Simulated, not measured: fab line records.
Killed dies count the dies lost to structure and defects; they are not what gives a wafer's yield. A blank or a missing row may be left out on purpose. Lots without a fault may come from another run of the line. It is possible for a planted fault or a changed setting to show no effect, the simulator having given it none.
A struck lot beside a sound one -- flow nand harc -- 41 out of 1302 route steps
Sound: these wafers, L487.1, L487.2, L487.3. Wafers struck: L499.3, L499.4, L499.6. The cause comes at the end.
Per side, at each step with rows, come the tool, then ch with its chambers, and then its first start. Under that, the readings that differ: sound wafers -- struck wafers -- difference of the means -- sigmas: that difference in standard deviations of wafers without a fault.
alike: same words and numbers on both sides, and readings whose means sit less than 2 such deviations apart. not compared: any withheld reading, any reading some wafer has no value for, any bound like >300 that may hide the same value, and any number with overlapping values for which the record gives no deviation.
Wherever a step has rows on one side only, a row that says differs or no value, or a row with sigmas, the two part there. When numbers do not overlap yet have no deviation, they are printed without sigmas and do not part them. A reading missing from all wafers of one side parts the sides only when that side holds two or more wafers.

first, 7 steps without rows for these wafers: NHARC_A_M1_COAT_34 (time 65 s); NHARC_A_M1_COAT_03 (resist thk 90 nm); NHARC_A_M1_SOFTBAKE_04 (time 55 s); NHARC_A_M1_EBR_05; NHARC_A_M1_EXPOSE_06 (exposes mask A M1, target cd 120 nm); NHARC_A_M1_PEB_07 (peb time 65 s); NHARC_A_M1_DEVELOP_08 (develop time 35 s).
NHARC_A_M1_CD_MEAS_09: the cd target is 120 nm.
  sound on cd sem-02 ch 0, day 23 17:08; struck on cd sem-02 ch 0, day 27 10:23
  alike: cd nm
NHARC_A_M1_OVL_MEAS_10: pitch 240 nm.
  sound: overlay-01 at day 23 17:14; struck: overlay-01 at day 27 10:28
  alike: overlay x nm, overlay y nm
NHARC_A_M1_INSPECT_11:
  sound: defect inspect-01 at day 23 17:16; struck: defect inspect-01 at day 27 10:31
  alike: raw defect count
then, 2 steps without rows for these wafers: NHARC_A_M1_DESCUM_14 (chemistry O2, time 3 s); NHARC_A_M1_ETCH_35 (etches the open film in N2/H2, target depth 40 nm, overetch 12 nm, time 43.94 s).
NHARC_A_M1_ETCH_15: etches the open film in C4F8/Ar, target depth 182.5 nm, time 91.2 s.
  sound on rie diel-05 ch 1,2,3, day 23 17:30; struck on rie diel-08 ch 0,1,2, day 27 10:46
  alike: oes product au, rf vpp V
  not compared: rf hours counter h
NHARC_A_M1_CD_MEAS_16:
  sound: cd sem-01 at day 23 17:38; struck: cd sem-02 at day 27 10:53
  alike: cd nm
then, 3 steps without rows for these wafers: NHARC_A_M1_STRIP_18 (strips in N2/H2); NHARC_A_M1_ETCH_28 (etches the open film in CF4/N2, target depth 30 nm, time 72.99 s); NHARC_A_M1_STRIP_19 (strips in post etch residue remover, time 600 s).
NHARC_A_M1_DEGAS_29: time 60 s.
  sound: pvd sputter-02 at day 23 18:20; struck: pvd sputter-02 at day 27 11:37
  alike: heater power w
then, 1 step without rows for these wafers: NHARC_A_M1_PRE_CLEAN_30 (time 30 s).
NHARC_A_M1_PVD_20: deposits TaN, target thk 5 nm, time 8.06 s.
  sound on pvd sputter-02; struck on pvd sputter-02
  alike: throttle valve pct
NHARC_A_M1_PVD_21: deposits Cu, target thk 30 nm, time 20.49 s.
  sound on pvd sputter-02; struck on pvd sputter-02
  alike: throttle valve pct
then, 2 steps without rows for these wafers: NHARC_A_M1_ECD_22 (material Cu, target thk 400 nm); NHARC_A_M1_ANNEAL_31 (time 90 s).
NHARC_A_M1_CMP_23: polishes, t overpolish 20 s, target thk 154.34 nm.
  sound on cmp-04 ch 0,1,3, day 23 19:25; struck on cmp-03 ch 1,2,3, day 27 12:44
  alike: motor current A, slurry flow ml min, time to endpoint s
NHARC_A_M1_THK_MEAS_24: measures by xrf.
  sound: film metro-02 at day 23 19:44; struck: film metro-02 at day 27 13:00
  alike: thk nm
then, 2 steps without rows for these wafers: NHARC_A_M1_SRD_25; NHARC_A_M1_PRE_CLEAN_32 (time 12 s).
NHARC_A_M1_DEP_33: deposits SiCN, target thk 30 nm.
  sound on pecvd-01 ch 0,1,2, day 23 20:02; struck on pecvd-01 ch 0,1,2, day 27 13:23
  alike: heater power outer w, heater power w
then, 2 steps without rows for these wafers: NHARC_A_BONDPAD_DEP_00 (deposits SiCN, target thk 250 nm); NHARC_A_BONDPAD_CMP_29 (polishes SiCN, target thk 200 nm).
NHARC_A_BONDPAD_THK_MEAS_30: measures by ellipsometry.
  sound: film metro-01 at day 23 21:15; struck: film metro-01 at day 27 14:31
  alike: thk nm
then, 9 steps without rows for these wafers: NHARC_A_BONDPAD_SRD_31; NHARC_A_BONDPAD_DEHYDRATE_01 (time 120 s); NHARC_A_BONDPAD_HMDS_02 (time 30 s); NHARC_A_BONDPAD_COAT_33 (time 65 s); NHARC_A_BONDPAD_COAT_03 (resist thk 600 nm); NHARC_A_BONDPAD_SOFTBAKE_04 (time 70 s); NHARC_A_BONDPAD_EBR_05; NHARC_A_BONDPAD_EXPOSE_06 (exposes mask A BPAD); NHARC_A_BONDPAD_PEB_07 (peb time 80 s).
NHARC_END_SORT_01:
  sound on prober-02 ch 0, day 25 03:50; struck on prober-01 ch 0, day 28 21:28
reading,sound,struck,difference,sigmas
defect limited yield (%),94.8 96.6 95.3,84.5 82.1 84.6,-11.8,-5
killed at array,31 20 28,104 119 101,+82,+5
killed dies,35 23 32,105 121 104,+80,+5
sort_bin_2_pct (%),2.1 1.5 1.8,6.9 5.8 7.2,+4.8,+5
sort_bin_3_pct (%),0.3 0.3 0.1,3.5 4.6 3.4,+3.6,+12
sort_bin_4_pct (%),2.8 1.6 2.8,5.0 7.5 4.7,+3.3,+2
sort n pass,642 654 645,572 556 573,-80,-5
sort yield pct (%),94.8 96.6 95.3,84.5 82.1 84.6,-11.8,-5
  alike: killed at other, killed at periphery, killed open, killed short, sort rim yield pct

## WHERE THEY PART
Only at NHARC_END_SORT_01, within this record.

WHY: whatever the simulator had introduced
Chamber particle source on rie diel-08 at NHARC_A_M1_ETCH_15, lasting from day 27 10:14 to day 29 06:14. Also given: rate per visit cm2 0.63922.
